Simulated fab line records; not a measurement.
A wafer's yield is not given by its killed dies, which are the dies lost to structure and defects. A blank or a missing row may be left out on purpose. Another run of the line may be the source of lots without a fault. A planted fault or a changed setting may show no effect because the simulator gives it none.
Problem report in the 8D (eight disciplines) form, filled by code + flow nand_harc + the parts of the form that need people (team, actions taken, sign-off) are left out

## 1. THE PROBLEM
killed_at_array at NHARC_END_SORT_01 reads a mean of 184 on 9 wafers of 3 lots; wafers without a fault read 62 with a standard deviation of 16. Relative to the usual mean, that is a shift of +7.6 standard deviations.
First seen on wafer L809.1, day 27 07:16, on prober-02. Wafers with a number at this step in the record: 9, from 3 lots. Rule for "out", or "out of limits": more than 4 standard deviations from the usual mean. The rest of the wafers with a number are treated as sound.

## 2. WHAT IT IS, WHAT IT ISN'T
| question                    | is                           | is not                                     |
|-----------------------------|------------------------------|--------------------------------------------|
| which readings at this step | killed_at_array, killed_dies | killed_at_other, killed_open, killed_short |
| which lots                  | L809, L810, L812             | -                                          |
| which wafers of those lots  | all that have a number       | -                                          |
| read on which gauges        | prober-01, prober-02         | -                                          |
| when                        | from day 27 07:16            | up to then (0 sound wafers)                |

## 3. WHAT RULES OUT EACH SUSPECT
Counting: a tool at a process step up to the reading stays a suspect if it ran every lot that is out and no sound lot after the first of them.
- the gauge at NHARC_END_SORT_01 is ruled out. Those wafers that are out were read across 2 gauges (prober-01, prober-02).
- acl_dep-02 at NHARC_A_CONTACT_DEP_57 (deposits aC, target thk 5300 nm): kept. It ran every lot that is out, first L809 (day 24 18:19), and no sound lot after that.
- rie_diel-06 at NHARC_HYBRID_BOND_ACTIVATE_00 (chemistry N2, time 60 s): kept. It ran every lot that is out, first L809 (day 26 04:56), and no sound lot after that.
Remaining after the count are acl_dep-02 at NHARC_A_CONTACT_DEP_57 and rie_diel-06 at NHARC_HYBRID_BOND_ACTIVATE_00.

## 4. THE CAUSE (what the simulator had put in)
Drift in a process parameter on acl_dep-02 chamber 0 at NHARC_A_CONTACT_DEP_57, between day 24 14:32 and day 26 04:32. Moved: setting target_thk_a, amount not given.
Of the 2 suspects that counting leaves, this tool is one.

## 5. SEQUENCE OF EFFECTS, ordered by route
Rows list readings where the struck wafers' mean (over those with a number) sits beyond 3 standard deviations from the usual. Scope: only readings with a usual standard deviation given in the record; hours: median across lots of the time from each lot's start at the first step in this table that gives one to its start at this step; sigmas: change in usual standard deviations.
| hours | step              | reading         | usual | on struck wafers | change | sigmas |
|-------|-------------------|-----------------|-------|------------------|--------|--------|
| 0     | NHARC_END_SORT_01 | killed_at_array | 62    | 184              | +122   | +7.6   |
| 0     | NHARC_END_SORT_01 | killed_dies     | 67    | 191              | +124   | +7.7   |

## 6. HOW IT WOULD HAVE BEEN CAUGHT EARLIER
Counted from the fault's start at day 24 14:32, it took 65 hours until the first out-of-limits reading at a measuring or inspecting step in this record, taken at day 27 07:16.
No tool reading at NHARC_A_CONTACT_DEP_57 that has a usual standard deviation in the record was out on any struck wafer, so an alarm limit of 4 standard deviations on those readings would not have fired.
By day 27 07:16, every lot that is out (3) had started NHARC_A_CONTACT_DEP_57 on acl_dep-02. Tool hold at that time: it would have spared none of them.
